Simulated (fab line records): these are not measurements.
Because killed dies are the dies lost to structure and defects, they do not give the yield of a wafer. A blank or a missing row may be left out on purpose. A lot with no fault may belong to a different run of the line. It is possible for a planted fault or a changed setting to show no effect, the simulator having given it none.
Chamber matching	flow n5 finfet	N5_MOL_CONTACT_COAG_ETCH_89 on rie diel-04 has 4 sister chambers
The step etches underlayer in N2/H2, target depth 13 nm, time 10.4 s. 16 wafers are shown with their chamber, then 8 later ones without.

== WAFERS WITH THEIR CHAMBER ==
wafer	chamber	drypump motor current A (A)	showerhead plenum p Torr (Torr)	throttle valve pct (%)
L075.2	2	5.8	2.66	18.0
L075.4	1	5.2	2.44	17.4
L075.6	0	5.6	2.42	17.9
L078.1	1	5.2	2.44	17.4
L078.5	3	5.3	2.49	17.3
L078.6	2	5.8	2.66	18.1
L080.1	3	5.3	2.49	17.3
L080.3	1	5.3	2.44	17.5
L080.6	0	5.6	2.41	17.9
L081.1	2	5.8	2.65	18.1
L081.2	1	5.2	2.43	17.5
L081.5	1	5.2	2.43	17.5
L086.2	0	5.6	2.41	17.9
L086.3	2	5.8	2.65	18.1
L086.5	3	5.3	2.48	17.3
L087.1	0	5.6	2.41	17.9

SIGNATURES (means of the wafers above)
reading	chamber 0	chamber 1	chamber 2	chamber 3	scatter within a chamber
drypump motor current A	5.600	5.220	5.800	5.300	0.0258
showerhead plenum p Torr	2.4125	2.4360	2.6550	2.4867	0.00549
throttle valve pct	17.900	17.460	18.075	17.300	0.0403
Rule: a wafer lies at a distance from a chamber equal to the root of the sum of squares, over the readings, of (its reading less the chamber's mean, divided by the reading's scatter). The wafer belongs to the nearest chamber; if the next one is less than 2 further off, it can't be placed. How the scatter is found: for the shown wafers, subtract from each reading the mean of its chamber, square and add these, divide the total by (wafers less chambers), then take the root.

== WAFERS MISSING THEIR CHAMBER ==
wafer	drypump motor current A (A)	showerhead plenum p Torr (Torr)	throttle valve pct (%)
L087.4	5.8	2.65	18.1
L087.5	5.8	2.65	18.1
L094.2	5.8	2.64	18.1
L094.4	5.6	2.72	17.6
L094.5	5.6	2.72	17.6
L095.3	5.2	2.42	17.5
L095.5	5.4	2.47	17.4
L095.6	5.6	2.72	17.6

== WHICH CHAMBER EACH WENT THROUGH ==
wafer	from the rows above	in truth
L087.4	2	2
L087.5	2	2
L094.2	2	2
L094.4	2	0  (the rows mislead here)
L094.5	2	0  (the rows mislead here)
L095.3	1	1
L095.5	3	3
L095.6	2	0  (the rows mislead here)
Correctly placed: 5 of 8. Not placeable from these rows: 0. Placed wrongly: 3.
